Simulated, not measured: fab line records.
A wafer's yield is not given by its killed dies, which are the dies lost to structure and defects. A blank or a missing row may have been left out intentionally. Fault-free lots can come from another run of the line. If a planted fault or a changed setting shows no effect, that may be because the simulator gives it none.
Code-filled problem report in 8D (eight disciplines) form | flow nand-harc | the parts of the form that need people (team, actions taken, sign-off) are left out

## 1. THE ISSUE
At NHARC_A_CHANNEL_HOLE_D2_CD_MEAS_10, cd-nm averages 95.7 nm over 3 wafers from 2 lots, while fault-free wafers read 100.0 nm, standard deviation 0.41. That puts it -10 standard deviations away from the usual mean.
The step: target cd 100 nm.
Seen first at day 18 23:54 on cd-sem-01, wafer L665.3. The record has a number at this step for 30 wafers belonging to 10 lots. Rule for "out" (also "out of limits"): further than 4 standard deviations from the usual mean. The rest of the wafers with a number are treated as sound.

## 2. WHAT IT IS; WHAT IT IS NOT
question                    | is                     | is not
which readings at this step | cd-nm                  | -
which lots                  | L663, L665             | L650, L651, L652, L653, L656, L658, L660, L673
which wafers of those lots  | L663.1, L663.4, L665.3 | L663.2, L665.2, L665.6
read on which gauges        | cd-sem-01, cd-sem-03   | cd-sem-02
when                        | from day 18 23:54      | up to then (23 sound wafers); but 4 sound wafers of L663, L673 came after

## 3. WHAT RULES OUT EACH SUSPECT
Counting: if a tool at a process step up to the reading ran every lot that is out, it stays a suspect. Sound lots after the first of them don't rule it out here, since some wafers of a struck lot are sound.
- the gauge at NHARC_A_CHANNEL_HOLE_D2_CD_MEAS_10 is ruled out. 2 gauges (cd-sem-01, cd-sem-03) read the wafers that are out.
- litho-track-06 at NHARC_A_CHANNEL_HOLE_D2_PEB_08 (peb time 65 s): kept. It processed each lot that is out (first: L665, day 18 23:49); up to then, its last sound lot is L660 (day 17 01:50). Out on those wafers are its own readings of heater-power-total-W.
After counting, what remains is litho-track-06 at NHARC_A_CHANNEL_HOLE_D2_PEB_08.

## 4. THE CAUSE (what the simulator had put in)
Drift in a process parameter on litho-track-06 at NHARC_A_CHANNEL_HOLE_D2_PEB_08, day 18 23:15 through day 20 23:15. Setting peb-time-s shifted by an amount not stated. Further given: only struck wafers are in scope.
After counting, this tool was the only one left.

## 5. THE CHAIN OF EFFECTS, in route order
Rows list readings where the struck wafers' mean (over those with a number) sits beyond 3 standard deviations from the usual. Readings are gone through only where the record gives a usual standard deviation; hours: the median, over the lots, of the time from a lot's start at the first step in this table giving one to that lot's start at this step; sigmas: the change measured in usual standard deviations.
hours | step                               | reading              | usual    | on struck wafers | change | sigmas
0     | NHARC_A_CHANNEL_HOLE_D2_PEB_08     | heater-power-total-W | 156.6 W  | 168.8            | +12.2  | +30
0     | NHARC_A_CHANNEL_HOLE_D2_CD_MEAS_10 | cd-nm                | 100.0 nm | 95.7             | -4.3   | -10
1     | NHARC_A_CHANNEL_HOLE_D2_CD_MEAS_18 | cd-nm                | 100.0 nm | 95.3             | -4.7   | -3.6
8     | NHARC_A_CHANNEL_HOLE_D2_CD_MEAS_31 | cd-nm                | 90.3 nm  | 85.6             | -4.7   | -5.0
8     | NHARC_A_CHANNEL_HOLE_D2_XSEM_32    | bot-cd-nm            | 74.9 nm  | 70.8             | -4.1   | -4.1
Process steps it contains:
- NHARC_A_CHANNEL_HOLE_D2_PEB_08: peb time 65 s.
- NHARC_A_CHANNEL_HOLE_D2_XSEM_32

## 6. WHAT WOULD HAVE CAUGHT IT SOONER
In this record the first reading out of limits at a measuring or inspecting step was taken at day 18 23:54, 1 hour after the fault began at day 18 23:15.
The tool's own readings at NHARC_A_CHANNEL_HOLE_D2_PEB_08 were out on every struck wafer that the step has a row for (heater-power-total-W): an alarm limit on them would have fired on the first of those.
Of the lots that are out (2), L663 began NHARC_A_CHANNEL_HOLE_D2_PEB_08 on litho-track-06 after day 18 23:54. It would have been spared by a hold on the tool at that moment.
